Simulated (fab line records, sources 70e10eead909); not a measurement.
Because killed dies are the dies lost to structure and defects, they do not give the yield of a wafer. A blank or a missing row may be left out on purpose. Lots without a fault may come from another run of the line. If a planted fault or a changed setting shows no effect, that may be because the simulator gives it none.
Matching of chambers / flow nand_harc / NHARC_A_STAIRCASE_DESCUM_252 on rie_diel-13: 4 sister chambers
The step chemistry O2, time 3 s. 8 wafers are shown with their chamber, then 7 later ones without.

## WAFERS WITH THEIR CHAMBER
wafer=L080.6; chamber=1; drypump_motor_current_A (A)=5.8; oes_product_au (a.u.)=1.008
wafer=L082.3; chamber=1; drypump_motor_current_A (A)=5.8; oes_product_au (a.u.)=0.987
wafer=L086.2; chamber=2; drypump_motor_current_A (A)=5.2; oes_product_au (a.u.)=0.975
wafer=L089.2; chamber=3; drypump_motor_current_A (A)=6.0; oes_product_au (a.u.)=1.021
wafer=L089.4; chamber=0; drypump_motor_current_A (A)=5.9; oes_product_au (a.u.)=0.967
wafer=L089.6; chamber=3; drypump_motor_current_A (A)=6.1; oes_product_au (a.u.)=1.018
wafer=L091.1; chamber=2; drypump_motor_current_A (A)=5.2; oes_product_au (a.u.)=0.984
wafer=L091.3; chamber=0; drypump_motor_current_A (A)=5.9; oes_product_au (a.u.)=0.973

## WAFERS WITHOUT THEIR CHAMBER
wafer=L091.5; drypump_motor_current_A (A)=5.8; oes_product_au (a.u.)=1.000
wafer=L094.1; drypump_motor_current_A (A)=6.1; oes_product_au (a.u.)=1.020
wafer=L094.3; drypump_motor_current_A (A)=5.9; oes_product_au (a.u.)=0.981
wafer=L094.5; drypump_motor_current_A (A)=6.1; oes_product_au (a.u.)=1.021
wafer=L095.1; drypump_motor_current_A (A)=5.9; oes_product_au (a.u.)=0.982
wafer=L095.4; drypump_motor_current_A (A)=5.8; oes_product_au (a.u.)=0.998
wafer=L095.6; drypump_motor_current_A (A)=6.1; oes_product_au (a.u.)=1.021

## WHICH CHAMBER EACH ONE RAN IN
wafer=L091.5; from the rows above=1; in truth=1
wafer=L094.1; from the rows above=3; in truth=3
wafer=L094.3; from the rows above=0; in truth=0
wafer=L094.5; from the rows above=3; in truth=3
wafer=L095.1; from the rows above=can't be placed: 0 or 1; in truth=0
wafer=L095.4; from the rows above=1; in truth=1
wafer=L095.6; from the rows above=3; in truth=3
Placed correctly: 6 of 7. These rows do not allow placing 1 (true chamber among the candidates in 1). Wrongly placed: 0.
How it was worked out, from the rows above alone: a wafer's distance from a chamber is the root of the sum, over the readings, of the square of ((its reading less the chamber's mean) divided by the reading's scatter). The wafer belongs to the nearest chamber; if the next one is less than 2 further off, it can't be placed. The mean given for a chamber averages the wafers shown for that chamber. How the scatter is found: for the shown wafers, subtract from each reading the mean of its chamber, square and add these, divide the total by (wafers less chambers), then take the root.
